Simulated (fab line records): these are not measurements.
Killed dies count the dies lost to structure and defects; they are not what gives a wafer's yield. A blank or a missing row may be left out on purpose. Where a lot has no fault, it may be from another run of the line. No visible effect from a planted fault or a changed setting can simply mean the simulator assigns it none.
Split-lot experiment :: flow n5Finfet :: 21 wafers read across 7 lots, on a route 1938 steps long

== ABOUT THE SPLIT ==
At N5_GATE_CUT_COAT_27 (time 60 s, resist thk 10 nm), the setting spinRpm was moved away from the recipe's 1500 rpm on 10 of the 21 wafers read, by -9.8% to +7.6%. For the rest of the wafers, this setting stayed at what the recipe calls for.

== FROM THE SPLIT TO THE READING: what the file shows between them, 3 steps ==
- N5_GATE_CUT_COAT_07: resist thk 30 nm
- N5_GATE_CUT_EBR_09
- N5_GATE_CUT_DESCUM_18: chemistry O2, time 7 s

== THE READING ==
etch.depthNm (the simulator's own value, which no gauge read), in nm, at N5_GATE_CUT_ETCH_28 (etches underlayer in N2/H2, target depth 13 nm, time 10.4 s). The file gives no usual value for it. Here, 11 wafers ran the recipe; their average is 10.003 nm with a standard deviation of 0.016 nm.

wafer: L080.1
tool, chamber at the split: lithoTrack-02, 0
spinRpm as run, rpm: 1500
against the recipe: recipe
etch.depthNm, nm: 9.989
against lot-mates on the recipe: -

wafer: L080.3
tool, chamber at the split: lithoTrack-02, 0
spinRpm as run, rpm: 1500
against the recipe: recipe
etch.depthNm, nm: 10
against lot-mates on the recipe: -

wafer: L080.6
tool, chamber at the split: lithoTrack-02, 0
spinRpm as run, rpm: 1614
against the recipe: +7.6%
etch.depthNm, nm: 9.622
against lot-mates on the recipe: -0.373

wafer: L082.2
tool, chamber at the split: lithoTrack-03, 0
spinRpm as run, rpm: 1500
against the recipe: recipe
etch.depthNm, nm: 9.992
against lot-mates on the recipe: -

wafer: L082.4
tool, chamber at the split: lithoTrack-03, 0
spinRpm as run, rpm: 1363
against the recipe: -9.1%
etch.depthNm, nm: 10.48
against lot-mates on the recipe: +0.487

wafer: L082.6
tool, chamber at the split: lithoTrack-03, 0
spinRpm as run, rpm: 1500
against the recipe: recipe
etch.depthNm, nm: 9.994
against lot-mates on the recipe: -

wafer: L083.2
tool, chamber at the split: lithoTrack-03, 0
spinRpm as run, rpm: 1372
against the recipe: -8.5%
etch.depthNm, nm: 10.44
against lot-mates on the recipe: +0.430

wafer: L083.3
tool, chamber at the split: lithoTrack-03, 0
spinRpm as run, rpm: 1500
against the recipe: recipe
etch.depthNm, nm: 10.01
against lot-mates on the recipe: -

wafer: L083.5
tool, chamber at the split: lithoTrack-03, 0
spinRpm as run, rpm: 1372
against the recipe: -8.5%
etch.depthNm, nm: 10.47
against lot-mates on the recipe: +0.460

wafer: L084.3
tool, chamber at the split: lithoTrack-02, 0
spinRpm as run, rpm: 1500
against the recipe: recipe
etch.depthNm, nm: 10.02
against lot-mates on the recipe: -

wafer: L084.4
tool, chamber at the split: lithoTrack-02, 0
spinRpm as run, rpm: 1596
against the recipe: +6.4%
etch.depthNm, nm: 9.734
against lot-mates on the recipe: -0.286

wafer: L084.5
tool, chamber at the split: lithoTrack-02, 0
spinRpm as run, rpm: 1596
against the recipe: +6.4%
etch.depthNm, nm: 9.737
against lot-mates on the recipe: -0.283

wafer: L088.1
tool, chamber at the split: lithoTrack-03, 0
spinRpm as run, rpm: 1402
against the recipe: -6.5%
etch.depthNm, nm: 10.32
against lot-mates on the recipe: no lot-mate on the recipe

wafer: L088.3
tool, chamber at the split: lithoTrack-03, 0
spinRpm as run, rpm: 1402
against the recipe: -6.5%
etch.depthNm, nm: 10.3
against lot-mates on the recipe: no lot-mate on the recipe

wafer: L088.5
tool, chamber at the split: lithoTrack-03, 0
spinRpm as run, rpm: 1402
against the recipe: -6.5%
etch.depthNm, nm: 10.35
against lot-mates on the recipe: no lot-mate on the recipe

wafer: L097.1
tool, chamber at the split: lithoTrack-05, 0
spinRpm as run, rpm: 1353
against the recipe: -9.8%
etch.depthNm, nm: 10.51
against lot-mates on the recipe: +0.485

wafer: L097.4
tool, chamber at the split: lithoTrack-05, 0
spinRpm as run, rpm: 1500
against the recipe: recipe
etch.depthNm, nm: 10.01
against lot-mates on the recipe: -

wafer: L097.6
tool, chamber at the split: lithoTrack-05, 0
spinRpm as run, rpm: 1500
against the recipe: recipe
etch.depthNm, nm: 10.04
against lot-mates on the recipe: -

wafer: L096.1
tool, chamber at the split: lithoTrack-03, 0
spinRpm as run, rpm: 1500
against the recipe: recipe
etch.depthNm, nm: 9.981
against lot-mates on the recipe: -

wafer: L096.2
tool, chamber at the split: lithoTrack-03, 0
spinRpm as run, rpm: 1500
against the recipe: recipe
etch.depthNm, nm: 9.996
against lot-mates on the recipe: -

wafer: L096.5
tool, chamber at the split: lithoTrack-03, 0
spinRpm as run, rpm: 1500
against the recipe: recipe
etch.depthNm, nm: 10
against lot-mates on the recipe: -

THE FIT
A straight line over all 21 wafers: etch.depthNm changes by -0.0495 nm for each +1% of spinRpm; r = -1.00; the points scatter about the line by 0.023 nm.
The same after taking each lot's own level away (the mean of its wafers on the recipe; 18 wafers): -0.0498 nm for each +1%; r = -1.00; scatter 0.016 nm.
Per that fit: largest spinRpm move, reading shift of 0.49 nm.
The lots' own levels span 9.9923 to 10.0250 nm, that is 2.1 times the standard deviation above.
Hence the lot-to-lot level has little effect on the slope; both slopes agree.
Check: for one of the wafers moved furthest among these (-9.8%), held out of the fit, the line's prediction against its lot-mates is +0.499 nm. It came out at +0.485 nm against them.

== OTHER SPLITS ON THESE WAFERS ==
Before the reading, these wafers also passed through other splits. Each is held against what the fit with the lots' levels taken away leaves over:
other split on the same wafers: N5_FIN_SAQP_ALD_61 aldCycles
wafers away from the commonest value: 5
r with etch.depthNm (lot level and that fit taken away): -0.10

other split on the same wafers: N5_DUMMY_GATE_HM_DEP_06 timeS
wafers away from the commonest value: 12
r with etch.depthNm (lot level and that fit taken away): -0.38

other split on the same wafers: N5_DUMMY_GATE_COAT_09 spinRpm
wafers away from the commonest value: 7
r with etch.depthNm (lot level and that fit taken away): +0.19

other split on the same wafers: N5_SD_EPI_N_PEB_07 pebTimeS
wafers away from the commonest value: 4
r with etch.depthNm (lot level and that fit taken away): -0.05

other split on the same wafers: N5_SD_EPI_N_DESCUM_14 timeS
wafers away from the commonest value: 8
r with etch.depthNm (lot level and that fit taken away): -0.10

other split on the same wafers: N5_SD_EPI_N_EPI_21 timeS
wafers away from the commonest value: 9
r with etch.depthNm (lot level and that fit taken away): -0.43

other split on the same wafers: N5_SD_EPI_N_PRECLEAN_49 timeS
wafers away from the commonest value: 9
r with etch.depthNm (lot level and that fit taken away): -0.01

other split on the same wafers: N5_HKMG_FIN_COAT_06 spinRpm
wafers away from the commonest value: 11
r with etch.depthNm (lot level and that fit taken away): +0.29

== THE WHOLE CHAIN: every reading that the file lists as answering this split, in the file's order ==
step: N5_GATE_CUT_COAT_27
what it does: time 60 s, resist thk 10 nm
reading: underlayer_of_GATE_CUT_COAT_27.thkNm (the simulator's own value, which no gauge read)
change (the file's fit): -0.0492 nm for each +1% of the setting
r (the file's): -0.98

step: N5_GATE_CUT_ETCH_28
what it does: etches underlayer in N2/H2, target depth 13 nm, time 10.4 s
reading: etch.depthNm (the simulator's own value, which no gauge read)
change (the file's fit): -0.0505 nm for each +1% of the setting
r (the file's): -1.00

== THE FILE'S OWN FIT ==
etch.depthNm changes by -0.0505 nm for each +1% of spinRpm, r = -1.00.
